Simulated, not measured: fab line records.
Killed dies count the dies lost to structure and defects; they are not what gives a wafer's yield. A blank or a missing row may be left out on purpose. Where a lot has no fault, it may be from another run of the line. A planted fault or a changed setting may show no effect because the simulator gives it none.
Which tool did it? || flow n5-finfet || 32 wafers from 12 lots sampled at 2 of the route's 1938 steps

WHAT THE GAUGES SHOWED, per wafer
N5_BEOL_M5_OVL_MEAS_12. Usual: M5_OVL gives -0.6 nm (standard deviation 0.61).
{"lot": "L949", "measured": "day 9 02:04", "on": "overlay-01", "M5_OVL (nm)": "-0.4 -0.8 -0.3", "flag": ""}
{"lot": "L954", "measured": "day 9 18:03", "on": "overlay-01", "M5_OVL (nm)": "-1.2 -0.7 -1.6", "flag": ""}
{"lot": "L955", "measured": "day 9 18:25", "on": "overlay-02", "M5_OVL (nm)": "-0.1 0.4 -0.4", "flag": ""}
{"lot": "L957", "measured": "day 9 21:22", "on": "overlay-02", "M5_OVL (nm)": "-0.4 -0.1", "flag": ""}
{"lot": "L956", "measured": "day 10 03:48", "on": "overlay-01", "M5_OVL (nm)": "-1.9 -1.8", "flag": ""}
{"lot": "L958", "measured": "day 10 17:13", "on": "overlay-01", "M5_OVL (nm)": "-0.7 -1.0 -0.8", "flag": ""}
{"lot": "L960", "measured": "day 11 15:17", "on": "overlay-01", "M5_OVL (nm)": "0.1 -0.7", "flag": ""}
{"lot": "L965", "measured": "day 12 09:49", "on": "overlay-02", "M5_OVL (nm)": "0.4 -1.0", "flag": ""}
{"lot": "L967", "measured": "day 12 18:57", "on": "overlay-02", "M5_OVL (nm)": "-0.1 0.1 -0.3", "flag": ""}
{"lot": "L969", "measured": "day 13 22:13", "on": "overlay-01", "M5_OVL (nm)": "-1.7 -1.6 -2.0", "flag": ""}
{"lot": "L970", "measured": "day 14 04:10", "on": "overlay-01", "M5_OVL (nm)": "-0.2 -0.2 -0.5", "flag": ""}
{"lot": "L972", "measured": "day 14 07:53", "on": "overlay-01", "M5_OVL (nm)": "-1.1 -1.3 -0.7", "flag": ""}

WHICH TOOL RAN EACH LOT (tool, then ch and the chambers of the sampled wafers, then the start)
{"lot": "L949", "N5_BEOL_M5_PECVD_70": "pecvd-01 ch 0,2, day 9 00:17"}
{"lot": "L954", "N5_BEOL_M5_PECVD_70": "pecvd-02 ch 0,1,2, day 9 15:47"}
{"lot": "L955", "N5_BEOL_M5_PECVD_70": "pecvd-04 ch 0,2, day 9 16:41"}
{"lot": "L957", "N5_BEOL_M5_PECVD_70": "pecvd-02 ch 0,2, day 9 19:36"}
{"lot": "L956", "N5_BEOL_M5_PECVD_70": "pecvd-02 ch 0,1, day 9 23:27"}
{"lot": "L958", "N5_BEOL_M5_PECVD_70": "pecvd-04 ch 0,1,2, day 10 15:42"}
{"lot": "L960", "N5_BEOL_M5_PECVD_70": "pecvd-01 ch 0, day 11 12:35"}
{"lot": "L965", "N5_BEOL_M5_PECVD_70": "pecvd-01 ch 0,1, day 12 08:39"}
{"lot": "L967", "N5_BEOL_M5_PECVD_70": "pecvd-04 ch 0,2, day 12 17:55"}
{"lot": "L969", "N5_BEOL_M5_PECVD_70": "pecvd-01 ch 0,1,2, day 13 20:07"}
{"lot": "L970", "N5_BEOL_M5_PECVD_70": "pecvd-01 ch 0,1,2, day 14 03:11"}
{"lot": "L972", "N5_BEOL_M5_PECVD_70": "pecvd-04 ch 0,1,2, day 14 05:48"}
- N5_BEOL_M5_PECVD_70: deposits SiO2 from TEOS/O2, target thk 16 nm, time 18 s.

WHAT THE TOOLS THEMSELVES READ (means of the sampled wafers that have a number; where no wafer has one, the mark that the record gives instead)
N5_BEOL_M5_PECVD_70. Usual: chamber-pressure-Torr 5.500 Torr, standard deviation 0.011; heater-power-w 731 W, standard deviation 78; showerhead-plenum-p-Torr 8.77 Torr, standard deviation 0.072; throttle-valve-pct 22.0 %, standard deviation 1.4.
{"lot": "L949", "tool": "pecvd-01", "chamber-pressure-Torr (Torr)": 5.507, "heater-power-w (W)": 819, "showerhead-plenum-p-Torr (Torr)": 8.74, "throttle-valve-pct (%)": 22.4, "flag": ""}
{"lot": "L954", "tool": "pecvd-02", "chamber-pressure-Torr (Torr)": 5.485, "heater-power-w (W)": 665, "showerhead-plenum-p-Torr (Torr)": 8.78, "throttle-valve-pct (%)": 21.6, "flag": ""}
{"lot": "L955", "tool": "pecvd-04", "chamber-pressure-Torr (Torr)": 5.493, "heater-power-w (W)": 680, "showerhead-plenum-p-Torr (Torr)": 8.80, "throttle-valve-pct (%)": 22.1, "flag": ""}
{"lot": "L957", "tool": "pecvd-02", "chamber-pressure-Torr (Torr)": 5.516, "heater-power-w (W)": 624, "showerhead-plenum-p-Torr (Torr)": 8.75, "throttle-valve-pct (%)": 20.6, "flag": ""}
{"lot": "L956", "tool": "pecvd-02", "chamber-pressure-Torr (Torr)": 5.517, "heater-power-w (W)": 709, "showerhead-plenum-p-Torr (Torr)": 8.78, "throttle-valve-pct (%)": 22.8, "flag": ""}
{"lot": "L958", "tool": "pecvd-04", "chamber-pressure-Torr (Torr)": 5.493, "heater-power-w (W)": 742, "showerhead-plenum-p-Torr (Torr)": 8.82, "throttle-valve-pct (%)": 21.6, "flag": ""}
{"lot": "L960", "tool": "pecvd-01", "chamber-pressure-Torr (Torr)": 5.503, "heater-power-w (W)": 778, "showerhead-plenum-p-Torr (Torr)": 8.75, "throttle-valve-pct (%)": 21.6, "flag": ""}
{"lot": "L965", "tool": "pecvd-01", "chamber-pressure-Torr (Torr)": 5.506, "heater-power-w (W)": 700, "showerhead-plenum-p-Torr (Torr)": 8.70, "throttle-valve-pct (%)": 22.9, "flag": ""}
{"lot": "L967", "tool": "pecvd-04", "chamber-pressure-Torr (Torr)": 5.496, "heater-power-w (W)": 720, "showerhead-plenum-p-Torr (Torr)": 8.80, "throttle-valve-pct (%)": 21.1, "flag": ""}
{"lot": "L969", "tool": "pecvd-01", "chamber-pressure-Torr (Torr)": 5.497, "heater-power-w (W)": 793, "showerhead-plenum-p-Torr (Torr)": 8.70, "throttle-valve-pct (%)": 22.3, "flag": ""}
{"lot": "L970", "tool": "pecvd-01", "chamber-pressure-Torr (Torr)": 5.503, "heater-power-w (W)": 746, "showerhead-plenum-p-Torr (Torr)": 8.71, "throttle-valve-pct (%)": 22.4, "flag": ""}
{"lot": "L972", "tool": "pecvd-04", "chamber-pressure-Torr (Torr)": 5.520, "heater-power-w (W)": 747, "showerhead-plenum-p-Torr (Torr)": 8.82, "throttle-valve-pct (%)": 21.8, "flag": ""}

THE ANSWER, worked out from the rows above alone
Rule: a lot counts as off when the mean over its wafers that have a number is more than 3 standard deviations away from the usual mean. A lot without any number at a reading at which 4 lots or more have one is off too. All remaining lots with rows at the step are treated as sound. After the gauges, taken in route order, come the tools' own readings; for these a lot's mean is taken, as printed above. The first step at which some lot is off is used, and at that step the reading that is off furthest; a lot without a number counts as furthest.
None of the lots is off at any reading shown; this tells nothing.

WHAT WAS PUT IN BY THE SIMULATOR
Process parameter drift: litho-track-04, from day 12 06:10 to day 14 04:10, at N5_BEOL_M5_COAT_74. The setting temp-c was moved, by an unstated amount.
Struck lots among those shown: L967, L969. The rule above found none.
